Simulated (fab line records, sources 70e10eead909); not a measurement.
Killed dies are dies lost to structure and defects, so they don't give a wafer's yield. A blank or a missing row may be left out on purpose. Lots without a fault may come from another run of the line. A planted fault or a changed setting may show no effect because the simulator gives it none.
Chamber matching | flow nand_harc | NHARC_P_ZERO_WELL_DESCUM_39 on rie_diel-07: 4 sister chambers
The step chemistry O2, time 3 s. 8 wafers are shown with their chamber, then 12 later ones without.

WAFERS WITH THEIR CHAMBER
wafer  | chamber | drypump_motor_current_A (A) | oes_product_au (a.u.)
L087.5 | 0       | 4.8                         | 1.001
L088.4 | 3       | 5.8                         | 0.998
L090.1 | 1       | 5.6                         | 1.012
L090.5 | 2       | 6.1                         | 0.998
L090.6 | 1       | 5.7                         | 1.006
L090.2 | 3       | 5.8                         | 1.011
L090.3 | 2       | 6.1                         | 1.004
L090.4 | 0       | 4.8                         | 1.010

WAFERS WITHOUT THEIR CHAMBER
wafer  | drypump_motor_current_A (A) | oes_product_au (a.u.)
L091.2 | 6.0                         | 0.998
L091.5 | 5.6                         | 0.995
L091.6 | 4.8                         | 0.992
L094.2 | 4.8                         | 1.009
L094.3 | 5.6                         | 1.002
L094.6 | 5.6                         | 1.015
L095.1 | 5.6                         | 0.997
L095.2 | 5.8                         | 0.995
L095.5 | 5.6                         | 1.007
L097.1 | 4.8                         | 1.003
L097.2 | 6.1                         | 0.998
L097.4 | 5.6                         | 0.997

WHICH CHAMBER EACH WENT THROUGH
wafer  | from the rows above | in truth
L091.2 | 2                   | 2
L091.5 | 1                   | 1
L091.6 | 0                   | 0
L094.2 | 0                   | 0
L094.3 | 1                   | 1
L094.6 | 1                   | 1
L095.1 | 1                   | 1
L095.2 | 3                   | 3
L095.5 | 1                   | 1
L097.1 | 0                   | 0
L097.2 | 2                   | 2
L097.4 | 1                   | 1
Placed correctly: 12 of 12. Can't be placed from these rows: 0. Placed wrongly: 0.
How it was worked out, from the rows above alone: a wafer's distance from a chamber is the root of the sum, over the readings, of the square of ((its reading less the chamber's mean) divided by the reading's scatter). The wafer belongs to the nearest chamber; if the next one is less than 2 further off, it can't be placed. A chamber's mean is the mean of its shown wafers. The scatter: the root of (the sum of the squares of (reading less its chamber's mean) over the shown wafers, divided by (wafers less chambers)).
